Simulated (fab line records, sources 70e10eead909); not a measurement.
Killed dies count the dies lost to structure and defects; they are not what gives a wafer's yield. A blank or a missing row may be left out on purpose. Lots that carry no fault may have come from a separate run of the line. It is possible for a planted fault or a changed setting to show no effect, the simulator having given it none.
Which of the tools did it? ; flow nand harc ; 24 lots, 72 wafers sampled, at 4 steps of a route of 1302

WHAT EACH GAUGE READ, for each wafer
NHARC_A_CONTACT_CD_MEAS_80.
lot;measured;on;cd nm (nm)
L075;day 22 17:37;cd sem-02;290.6 290.4 290.8
L074;day 22 17:56;cd sem-01;290.2 289.3 290.1
L077;day 22 23:23;cd sem-02;289.7 289.2 289.4
L076;day 23 03:41;cd sem-03;290.0 290.7 290.3
L078;day 23 10:36;cd sem-01;289.0 289.1 288.3
L081;day 24 13:22;cd sem-01;288.7 288.7 289.4
L080;day 24 19:57;cd sem-01;290.3 289.6 289.6
L079;day 25 00:07;cd sem-01;290.3 289.8 290.2
L082;day 25 23:17;cd sem-03;288.3 288.8 288.2
L083;day 26 01:55;cd sem-01;290.0 289.5 289.7
L084;day 26 04:13;cd sem-03;289.6 288.8 290.0
L085;day 26 06:18;cd sem-01;290.6 290.3 290.5
L086;day 26 19:07;cd sem-01;287.7 287.9 287.7
L087;day 28 02:00;cd sem-01;289.7 289.5 289.3
L088;day 28 02:48;cd sem-03;289.4 289.5 289.0
L089;day 28 09:10;cd sem-03;288.0 288.9 288.7
L090;day 28 16:20;cd sem-02;290.1 289.8 290.6
L091;day 29 04:08;cd sem-03;289.2 288.8 289.6
L094;day 29 22:45;cd sem-01;290.2 289.9 289.6
L092;day 30 01:39;cd sem-03;289.9 290.8 290.0
L093;day 30 05:59;cd sem-02;289.8 289.2 290.1
L096;day 31 05:04;cd sem-02;289.4 289.0 289.2
L095;day 31 16:35;cd sem-02;289.2 289.3 288.7
L097;day 32 00:20;cd sem-02;287.6 287.1 287.3

NHARC_A_BLC_CD_MEAS_10: the cd target is 100 nm.
lot;measured;on;cd nm (nm)
L075;day 23 07:41;cd sem-03;99.6 99.5 99.4
L074;day 23 09:17;cd sem-01;100.1 100.0 101.0
L077;day 23 10:42;cd sem-02;100.7 100.2 99.8
L076;day 23 13:52;cd sem-02;101.5 101.0 100.7
L078;day 23 20:56;cd sem-02;99.4 99.5 99.5
L081;day 25 00:40;cd sem-01;99.5 100.0 98.8
L080;day 25 07:53;cd sem-01;100.9 99.9 100.8
L079;day 25 09:52;cd sem-01;100.4 100.4 100.6
L082;day 26 11:28;cd sem-03;101.1 101.0 101.2
L083;day 26 13:48;cd sem-01;101.9 101.9 100.7
L084;day 26 15:02;cd sem-01;100.8 100.9 100.8
L085;day 26 16:35;cd sem-01;99.7 100.1 99.6
L086;day 27 06:40;cd sem-03;99.6 99.3 99.8
L087;day 28 12:55;cd sem-03;100.4 99.8 101.0
L088;day 28 13:29;cd sem-01;100.3 99.5 100.1
L089;day 28 20:14;cd sem-03;99.5 99.4 99.1
L090;day 29 02:05;cd sem-02;100.4 100.6 99.9
L091;day 29 17:05;cd sem-02;100.4 100.0 100.8
L094;day 30 09:08;cd sem-01;99.3 99.2 100.4
L092;day 30 11:25;cd sem-02;98.9 99.4 100.3
L093;day 30 15:39;cd sem-03;100.7 99.8 99.4
L096;day 31 21:24;cd sem-01;100.6 99.9 99.9
L095;day 32 08:37;cd sem-01;100.4 100.6 99.9
L097;day 32 12:18;cd sem-02;99.8 99.0 99.9

TOOL THAT RAN EACH LOT (tool first, then ch and the chambers of the sampled wafers, then the start)
lot;NHARC_A_CONTACT_ETCH_134;NHARC_A_CONTACT_ETCH_98
L075;har cap etch-01 ch 0,1, day 23 02:31;rie diel-05 ch 2,3, day 23 07:41 or earlier
L074;har cap etch-03 ch 0,1, day 23 04:16;rie diel-09 ch 2,3, day 23 09:17 or earlier
L077;har cap etch-02 ch 0,1, day 23 05:01;rie diel-09 ch 0,2,3, day 23 10:42 or earlier
L076;har cap etch-03 ch 0,1, day 23 08:49;rie diel-09 ch 1,3, day 23 13:52 or earlier
L078;har cap etch-02 ch 0,1, day 23 15:30;rie diel-04 ch 1,2,3, day 23 20:56 or earlier
L081;har cap etch-02 ch 0,1, day 24 19:47;rie diel-09 ch 0,3, day 25 00:40 or earlier
L080;har cap etch-03 ch 0,1, day 25 01:23;rie diel-09 ch 2,3, day 25 07:53 or earlier
L079;har cap etch-02 ch 0,1, day 25 04:50;rie diel-05 ch 0,3, day 25 09:52 or earlier
L082;har cap etch-03 ch 0,1, day 26 06:26;rie diel-05 ch 1,2,3, day 26 11:28 or earlier
L083;har cap etch-01 ch 0,1, day 26 08:17;rie diel-09 ch 0,1,2, day 26 13:48 or earlier
L084;har cap etch-03 ch 0,1, day 26 10:03;rie diel-04 ch 1,2,3, day 26 15:02 or earlier
L085;har cap etch-02 ch 0,1, day 26 11:47;rie diel-09 ch 0,2,3, day 26 16:35 or earlier
L086;har cap etch-03 ch 0,1, day 27 01:46;rie diel-04 ch 0,2,3, day 27 06:40 or earlier
L087;har cap etch-01 ch 0,1, day 28 07:11;rie diel-05 ch 0,1,2, day 28 12:55 or earlier
L088;har cap etch-03 ch 0,1, day 28 08:10;rie diel-09 ch 0,1,2, day 28 10:11
L089;har cap etch-03 ch 0,1, day 28 15:23;rie diel-09 ch 1,2,3, day 28 20:14 or earlier
L090;har cap etch-02 ch 0,1, day 28 21:02;rie diel-09 ch 1,2,3, day 29 02:05 or earlier
L091;har cap etch-03 ch 0,1, day 29 12:07;rie diel-09 ch 1,3, day 29 17:05 or earlier
L094;har cap etch-03 ch 0,1, day 30 04:08;rie diel-09 ch 2,3, day 30 09:08 or earlier
L092;har cap etch-02 ch 0,1, day 30 06:23;rie diel-09 ch 0,1,2, day 30 11:25 or earlier
L093;har cap etch-01 ch 0,1, day 30 10:41;rie diel-09 ch 1,2, day 30 15:39 or earlier
L096;har cap etch-02 ch 0,1, day 31 16:29;rie diel-09 ch 1,3, day 31 21:24 or earlier
L095;har cap etch-01 ch 0,1, day 32 02:55;rie diel-05 ch 1,2, day 32 08:37 or earlier
L097;har cap etch-02 ch 0,1, day 32 07:20;rie diel-09 ch 0,1, day 32 09:19
- NHARC_A_CONTACT_ETCH_134: etches the open film in C4F8/O2/Ar, time 140 s, target depth 700 nm.
- NHARC_A_CONTACT_ETCH_98: etches the open film in C4F6/O2, target depth 20 nm, time 10 s.

WHAT THE TOOLS THEMSELVES READ (means of the sampled wafers that have a number; where no wafer has one, the mark that the record gives instead)
NHARC_A_CONTACT_ETCH_98.
lot;tool;drypump motor current A (A);oes product au (a.u.);rf vpp V (V);showerhead plenum p Torr (Torr);throttle valve pct (%)
L075;rie diel-05;5.5;0.972;544;3.76;26.894
L074;rie diel-09;5.0;0.936;547;3.88;26.913
L077;rie diel-09;5.2;0.950;547;3.92;26.900
L076;rie diel-09;5.9;0.961;546;3.85;26.907
L078;rie diel-04;5.8;0.999;549;3.98;26.912
L081;rie diel-09;5.5;0.930;550;4.09;26.901
L080;rie diel-09;4.9;0.926;546;3.87;26.911
L079;rie diel-05;5.5;0.952;547;3.89;26.907
L082;rie diel-05;5.3;0.992;550;4.05;26.907
L083;rie diel-09;5.3;0.954;543;3.73;26.905
L084;rie diel-04;5.8;1.013;548;3.97;26.907
L085;rie diel-09;5.2;0.949;547;3.91;26.901
L086;rie diel-04;5.8;0.997;548;3.98;26.905
L087;rie diel-05;5.5;0.946;547;3.95;26.902
L088;rie diel-09;5.3;0.968;543;3.72;26.899
L089;rie diel-09;5.5;0.952;545;3.85;26.912
L090;rie diel-09;5.5;0.948;545;3.85;26.910
L091;rie diel-09;5.8;0.989;548;4.03;26.899
L094;rie diel-09;5.3;0.968;549;4.04;26.908
L092;rie diel-09;5.3;1.020;544;3.72;26.910
L093;rie diel-09;5.6;0.963;542;3.67;26.902
L096;rie diel-09;5.7;0.933;549;4.02;26.891
L095;rie diel-05;5.2;0.930;548;4.02;26.908
L097;rie diel-09;5.5;0.972;544;3.76;26.904

THE ANSWER, worked out from the rows above alone
Rule: the lots themselves supply what counts as usual. Put in order of their means at a reading, lots are off if they are a third of the lots or fewer, leave a main group of 4 or more, and stand apart from it by a gap of 3 or more times the standard deviation of the main group's means; of several such gaps the widest counts. If all means in a main group match to the digits the tables above print for the reading, that group is not used. Also off: a lot with no number at a reading for which 4 or more lots have one. Any other lot the step has rows for is counted as sound. After the gauges, taken in route order, come the tools' own readings; for these a lot's mean is taken, as printed above. At the first step where some lot is off, the reading lying furthest off is the one used; lots without a number count as furthest.
Across all readings shown, no lot is off: no conclusion can be drawn from this.

WHAT WAS PUT IN BY THE SIMULATOR
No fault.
